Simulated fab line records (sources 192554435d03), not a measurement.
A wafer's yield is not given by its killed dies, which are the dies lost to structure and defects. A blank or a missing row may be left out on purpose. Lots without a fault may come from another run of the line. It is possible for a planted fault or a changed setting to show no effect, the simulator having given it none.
fab line records	flow n5Finfet
[record] lots = 10	wafers = 29	lastDay = 17
route steps=1938 shown BEOL_M2@915 BEOL_M4@1111 PASSIVATION@1936
lots that met no fault: from a run of the same line without faults
startH: the number of hours between the record's first day and the start of the first shown wafer of the lot	waitH: hours since the lot's step before	" the same as in the row above	L1.1+2: one row covering several wafers at once	- value missing, or start not given	* or withheld: withheld	< > ~ a bound
route shown NAME@n: names a module that has steps shown in the file, with the first one's number in the route	usual: average and standard deviation across the fault-free wafers	same: alike in all rows	chamber/n: place in a boat	sites: the reading at each site	_std_site: standard deviation of those values	_edge_site: inner sites' mean taken away from outer sites' mean	radiusMm: for every site, how far away it sits from the centre of the wafer	mask NAME#n: copy n	behind: the last tool/chamber to shape the wafer	hold: why the lot was held/for how many hours/how that ended	device: the transistor (n, p or np) that didn't switch	end of line: the same wafers' tests at the end of the route	for a step that has no rows: nothing shown but its recipe	killed: the dies lost at the first sort to structure and to defects; this is not the yield of the wafer	map: per-die view of a wafer (x killed, . not killed, _ where there is no die)
set.NAME: the setting the step ran with; set.NAME@STEP: the setting that earlier step ran with	model.NAME: the simulator's own value behind a step, which no gauge read
one table for each step of the route and one row for each wafer, over a sample of lots
services: from which hour (startH, from the record's first day; less than 0 if before it) a tool's chamber was out of use, for how many hours, and why
[[steps]]
[step N5_BEOL_M2_ANNEAL_91]
[recipe] tempC = 400	timeS = 240	ambient = vacuum
[usual] heaterPowerW = 825/50
lot.wafer	tool	chamber	startH	waitH	heaterPowerW
L494.1	pvdSputter-02	-	153.25	0.0	873
L494.4	"	-	"	"	883
L494.6	"	-	"	"	878
L496.2	pvdSputter-01	-	158.44	0.0	800
L496.3	"	-	"	"	840
L496.5	"	-	"	"	795
L503.1	pvdSputter-03	-	203.76	0.0	878
L503.4	"	-	"	"	808
L503.6	"	-	"	"	803
L504.2	pvdSputter-03	-	224.99	0.0	879
L504.3	"	-	"	"	746
L504.5	"	-	"	"	870
L505.3	pvdSputter-02	-	228.09	0.0	803
L505.4	"	-	"	"	889
L505.5	"	-	"	"	880
L507.4	pvdSputter-01	-	229.99	0.0	847
L507.5	"	-	"	"	734
L507.6	"	-	"	"	844
L509.3	pvdSputter-02	-	238.03	0.0	878
L509.4	"	-	"	"	883
L509.6	"	-	"	"	898
L508.1	pvdSputter-03	-	245.39	0.0	811
L508.4	"	-	"	"	874
L508.6	"	-	"	"	801
L510.5	pvdSputter-01	-	248.54	0.1	876
L510.6	"	-	"	"	844
L511.2	pvdSputter-03	-	248.99	0.0	890
L511.3	"	-	"	"	804
L511.4	"	-	"	"	805
[step N5_BEOL_M2_SPUTTER_92]
[recipe] material = Cu	targetThkA = 45	tempC = -20	chamberPressurePa = 0.07	powerW = withheld	timeS = 8.29
[usual] throttleValvePct = 30.4/0.65
lot.wafer	tool	chamber	startH	waitH	throttleValvePct
L494.1	pvdSputter-02	-	153.39	0.1	30.0
L494.4	"	-	"	"	31.1
L494.6	"	-	"	"	30.0
L496.2	pvdSputter-01	-	158.58	0.1	31.5
L496.3	"	-	"	"	30.9
L496.5	"	-	"	"	31.9
L503.1	pvdSputter-03	-	203.90	0.1	30.0
L503.4	"	-	"	"	30.1
L503.6	"	-	"	"	29.5
L504.2	pvdSputter-03	-	225.13	0.1	30.2
L504.3	"	-	"	"	30.7
L504.5	"	-	"	"	30.3
L505.3	pvdSputter-02	-	228.23	0.1	29.5
L505.4	"	-	"	"	29.9
L505.5	"	-	"	"	30.3
L507.4	pvdSputter-01	-	230.13	0.1	30.4
L507.5	"	-	"	"	31.5
L507.6	"	-	"	"	30.8
L509.3	pvdSputter-02	-	238.17	0.1	30.1
L509.4	"	-	"	"	30.9
L509.6	"	-	"	"	30.0
L508.1	pvdSputter-03	-	245.53	0.1	29.4
L508.4	"	-	"	"	30.3
L508.6	"	-	"	"	29.4
L510.5	pvdSputter-01	-	248.65	0.0	30.0
L510.6	"	-	"	"	30.8
L511.2	pvdSputter-03	-	249.13	0.1	29.9
L511.3	"	-	"	"	29.4
L511.4	"	-	"	"	30.3
[step N5_BEOL_M2_ECD_50]
[recipe] material = Cu	targetThkA = 3000
lot.wafer	tool	chamber	startH	waitH
L494.1+4+6	ecdCu-02	0,1,1	153.94	0.1
L496.2+3+5	ecdCu-01	1	159.14	0.1
L503.1+4+6	ecdCu-01	0,0,1	204.45	0.1
L504.2+3+5	ecdCu-01	0,0,1	225.69	0.1
L505.3+4+5	ecdCu-01	0,1,1	228.80	0.1
L507.4+5+6	ecdCu-01	1,1,0	230.71	0.1
L509.3+4+6	ecdCu-01	0,1,0	238.74	0.1
L508.1+4+6	ecdCu-01	1	246.09	0.1
L510.5+6	ecdCu-01	1,0	249.20	0.1
L511.2+3+4	ecdCu-02	0,0,1	249.69	0.1
[step N5_BEOL_M2_CMP_52]
[recipe] stopOn = SiOC	tOverpolishS = 6.8	downForcePsi = 1	platenRpm = 50	clearingPlatenDownForcePsi = 1.5	clearingPlatenRpm = 50	postCmpClean = cuAlkaline	targetThkNm = 40	clearingPlatenPadVelocityMS = 0.99484	padVelocityMS = 0.99484
[usual] motorCurrentA = 5.8/0.64	slurryFilterDpKPa = 13.49/0.14	timeToEndpointS = 64/3
lot.wafer	tool	chamber	startH	waitH	motorCurrentA	slurryFilterDpKPa	timeToEndpointS
L494.4	cmp-03	2	154.32	0.1	5.6	13.56	62
L494.1	"	0	"	"	5.9	13.34	61
L494.6	"	2	"	"	5.9	13.49	61
L496.3	cmp-04	1	159.53	0.2	6.4	13.36	63
L496.2	"	2	"	"	5.7	13.77	65
L496.5	"	2	"	"	5.2	13.58	68
L503.4	cmp-03	3	204.90	0.2	6.6	13.75	62
L503.1	"	0	"	"	5.7	13.90	58
L503.6	"	2	"	"	5.9	13.37	65
L504.2	cmp-03	3	226.27	0.2	7.2	13.45	60
L504.3	"	0	"	"	5.7	13.54	60
L504.5	"	2	"	"	5.8	13.55	59
L505.4	cmp-01	0	229.61	0.3	5.7	13.32	59
L505.3	"	1	"	"	6.0	13.56	61
L505.5	"	1	"	"	5.6	13.63	63
L507.4	cmp-04	0	231.10	0.2	5.0	13.50	66
L507.5	"	3	"	"	5.9	13.40	64
L507.6	"	0	"	"	4.8	13.52	63
L509.4	cmp-04	3	239.10	0.1	6.0	13.69	66
L509.3	"	2	"	"	5.6	13.58	69
L509.6	"	0	"	"	4.8	13.65	68
L508.1	cmp-03	0	246.47	0.3	5.8	13.39	19
L508.4	"	1	"	"	6.5	13.41	59
L508.6	"	1	"	"	6.7	13.51	20
L510.6	cmp-01	2	250.20	0.7	5.1	13.51	25
L510.5	"	3	"	"	5.1	13.40	64
L511.3	cmp-04	3	252.73	2.8	6.1	13.80	69
L511.4	"	0	"	"	4.7	13.68	68
L511.2	"	1	"	"	6.8	13.27	62
[step N5_BEOL_M2_PRE_CLEAN_60]
[recipe] gas = NH3/H2	timeS = 15	tempC = *	rfPowerW = 300
[usual] heaterPowerW = 79/22
lot.wafer	tool	chamber	startH	waitH	heaterPowerW
L494.1	cvdCo-02	2	154.65	0.0	51
L494.4	"	2	"	"	53
L494.6	"	2	"	"	51
L496.2	cvdCo-01	1	159.86	0.0	69
L496.3	"	0	"	"	83
L496.5	"	2	"	"	76
L503.1	cvdCo-02	1	205.16	0.0	69
L503.4	"	0	"	"	112
L503.6	"	1	"	"	67
L504.2	cvdCo-02	0	226.82	0.3	116
L504.3	"	1	"	"	67
L504.5	"	2	"	"	52
L505.3	cvdCo-01	2	230.13	0.0	78
L505.4	"	0	"	"	84
L505.5	"	2	"	"	78
L507.4	cvdCo-01	2	231.42	0.1	76
L507.5	"	1	"	"	69
L507.6	"	0	"	"	83
L509.3	cvdCo-02	1	239.43	0.0	68
L509.4	"	1	"	"	67
L509.6	"	0	"	"	113
L508.1	cvdCo-02	2	246.80	0.0	51
L508.4	"	1	"	"	68
L508.6	"	2	"	"	52
L510.5	cvdCo-02	2	253.10	2.8	53
L510.6	"	1	"	"	68
L511.2	cvdCo-02	0	253.30	0.3	110
L511.3	"	1	"	"	70
L511.4	"	2	"	"	52
[step N5_BEOL_M4_RC_MEAS_101]
[usual] DIBL_N = 36.6/1.1	DIBL_P = 36.8/1.6	IOFF_N = 0.169/0.024	IOFF_P = 0.206/0.028	ION_N = 679/9.2	ION_P = 462/7	SS_N = 71.6/0.57	SS_P = 73.3/0.57	VT_N = 248.8/2.4	VT_P = -251/3
lot.wafer	tool	chamber	startH	waitH	DIBL_N[mV/V]	DIBL_P[mV/V]	IOFF_N[nA/um]	IOFF_P[nA/um]	ION_N[uA/um]	ION_P[uA/um]	SS_N[mV/dec]	SS_P[mV/dec]	VT_N[mV]	VT_P[mV]
L494.1	prober-02	0	193.26	0.0	36.5	36.2	0.161	0.177	674	462	70.6	73.1	248.3	-256
L494.4	"	0	"	"	36.5	36.3	0.161	0.175	688	460	71.0	73.1	249.3	-255
L494.6	"	0	"	"	34.9	33.7	0.131	0.148	659	453	70.3	72.7	254.6	-258
L496.2	prober-02	0	196.26	0.2	38.0	36.6	0.222	0.228	689	460	72.8	73.8	244.6	-247
L496.3	"	0	"	"	35.2	33.2	0.158	0.176	684	460	71.6	72.5	246.5	-251
L496.5	"	0	"	"	36.1	34.4	0.171	0.189	677	462	71.7	73.7	247.0	-251
L503.1	prober-01	0	245.23	0.0	36.7	35.7	0.153	0.236	683	475	71.3	72.6	246.7	-247
L503.4	"	0	"	"	35.7	33.7	0.143	0.199	683	467	71.4	72.7	246.6	-253
L503.6	"	0	"	"	38.2	38.3	0.195	0.275	688	480	71.7	73.3	245.8	-246
L504.2	prober-02	0	263.89	0.2	36.7	37.1	0.184	0.210	691	466	71.4	72.8	246.9	-250
L504.3	"	0	"	"	35.2	36.1	0.150	0.196	685	469	71.6	72.7	250.8	-252
L504.5	"	0	"	"	35.6	36.8	0.160	0.209	678	465	71.7	73.3	249.5	-250
L505.3	prober-01	0	264.19	0.3	36.8	36.2	0.164	0.212	688	469	71.3	73.0	247.4	-251
L505.4	"	0	"	"	38.2	37.8	0.193	0.240	694	473	71.7	74.0	246.7	-249
L505.5	"	0	"	"	36.5	35.4	0.152	0.204	671	458	71.6	73.1	248.8	-250
L507.4	prober-01	0	270.94	0.5	36.2	35.4	0.149	0.191	677	461	70.7	73.2	248.8	-249
L507.5	"	0	"	"	37.5	37.1	0.177	0.219	695	466	71.7	73.8	251.3	-248
L507.6	"	0	"	"	35.9	34.9	0.145	0.186	674	461	71.4	73.6	251.4	-253
L509.3	prober-02	0	278.14	0.3	35.7	36.9	0.147	0.177	676	460	71.2	73.3	253.7	-254
L509.4	"	0	"	"	34.5	35.6	0.123	0.160	658	450	70.6	73.3	254.6	-257
L509.6	"	0	"	"	37.8	39.1	0.188	0.206	668	453	71.7	73.9	247.8	-254
L508.1	prober-01	0	296.98	0.0	39.0	39.9	0.242	0.255	699	472	72.5	74.6	244.5	-249
L508.4	"	0	"	"	36.8	37.9	0.184	0.220	682	466	71.7	74.2	246.4	-250
L508.6	"	0	"	"	38.3	39.2	0.216	0.239	696	465	73.1	73.8	244.0	-249
L511.2	prober-02	0	299.86	0.2	37.6	36.6	0.173	0.171	673	447	71.0	73.9	248.9	-255
L511.3	"	0	"	"	38.0	37.1	0.187	0.183	680	453	72.1	73.8	248.6	-259
L511.4	"	0	"	"	36.0	34.8	0.149	0.158	673	451	71.1	73.6	251.8	-258
L510.5	prober-01	0	300.06	0.6	34.8	33.7	0.135	0.166	665	456	71.5	72.3	251.3	-255
L510.6	"	0	"	"	35.8	34.4	0.142	0.176	667	458	71.3	73.0	251.5	-253
[step N5_PASSIVATION_PROBE_49]
[usual] defectLimitedYield = 91.1/1.5	killed_at_M0_to_M3 = 36/11	killed_at_M4_up = 14/5.6	killedAtContacts = 11/5.6	killedAtFrontEnd = 40/12	killedAtOther = 4/3.2	killedDies = 105/17	killedOpen = 69/12	killedShort = 34/8.4	sort_bin_5_function = 5.2/0.95	sort_bin_6_memory = 3.3/0.63	sortNPass = 1075/17	sortYieldPct = 91.1/1.5
[same] grossDies = 1180	killedAtBackSide = 0	sort_bin_4_leakage[%] = 0	sort_bin_8_speed[%] = 0
lot.wafer	tool	chamber	startH	waitH	defectLimitedYield[%]	killed_at_M0_to_M3	killed_at_M4_up	killedAtContacts	killedAtFrontEnd	killedAtOther	killedDies	killedOpen	killedShort	sort_bin_5_function[%]	sort_bin_6_memory[%]	sortNPass	sortYieldPct[%]
L510.5	prober-02	-	410.05	0.2	92.4	25	32	7	25	1	90	65	25	5.0	2.5	1090	92.4
L510.6	prober-02	-	410.10	0.3	90.6	35	24	18	22	12	111	79	32	5.0	3.9	1069	90.6
// killed by level:class
L510.5 BEOL_M4:geometricParticle:open=19 BEOL_M2:geometricParticle:open=8 BEOL_M4:geometricParticle:short=7 MOL_CONTACT_COAG:geometricParticle:open=6 BEOL_M3:geometricParticle:open=5 FIN_SAQP:geometricParticle:open=4 STI_FIN_REVEAL:geometricParticle:open=4 DUMMY_GATE:geometricParticle:open=4
L510.6 MOL_CONTACT_COAG:geometricParticle:open=13 BEOL_M1:geometricParticle:open=10 BEOL_M2:geometricParticle:open=7 BEOL_M4:geometricParticle:open=7 BEOL_M0_SAQP:geometricParticle:open=6 MOL_CONTACT_COAG:geometricParticle:short=5 BEOL_M5:geometricParticle:open=5 BEOL_M0_SAQP:geometricParticle:short=5
[[services]]
tool	chamber	startH	hours	kind
cmp-03	-	129.74	1.4	repair
pvdSputter-01	-	137.31	1.3	repair
cmp-04	-	139.07	3.9	pm
cmp-01	-	143.46	4.0	pm
cmp-01	-	147.46	-	consumableReplace:conditioner
cmp-01	-	147.46	-	consumableReplace:pad
cmp-04	-	148.99	0.9	repair
cvdCo-02	1	151.27	3.5	repair
cvdCo-01	-	155.57	2.8	repair
cvdCo-02	-	158.58	2.4	repair
pvdSputter-03	-	164.50	2.8	repair
cvdCo-02	-	179.15	2.8	repair
ecdCu-01	-	179.86	0.6	repair
cmp-03	-	188.76	1.9	repair
cvdCo-01	-	210.62	0.6	repair
cmp-04	-	216.84	2.2	repair
cmp-04	-	233.82	0.3	repair
cvdCo-01	-	239.13	65.6	repair
cmp-01	-	240.51	0.3	repair
cmp-03	-	246.69	4.0	pm
cmp-03	-	250.69	-	consumableReplace:conditioner
cmp-03	-	250.69	-	consumableReplace:pad
[[key]]
[firstSign] step = N5_BEOL_M2_CMP_52	reading = timeToEndpointS	direction = down	sigmas = 14	usual = *	struck = *
effect none on later readings
metAt N5_BEOL_M2_ECD_50
struckLots L508,L510
struckWafers L508.1,L508.6,L510.6
notActingAt N5_BEOL_M2_ANNEAL_91,N5_BEOL_M2_SPUTTER_92,N5_BEOL_M2_PRE_CLEAN_60
onsetBetween 238.74 246.09
[fault] kind = processParameterDrift	tool = ecdCu-01	chamber = -	onsetH = 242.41	steps = N5_BEOL_M2_ECD_50	channel = targetThkA	offset = *	shape = step	endH = 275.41	scope = struckWafersOnly	actsIn = *	stated = *
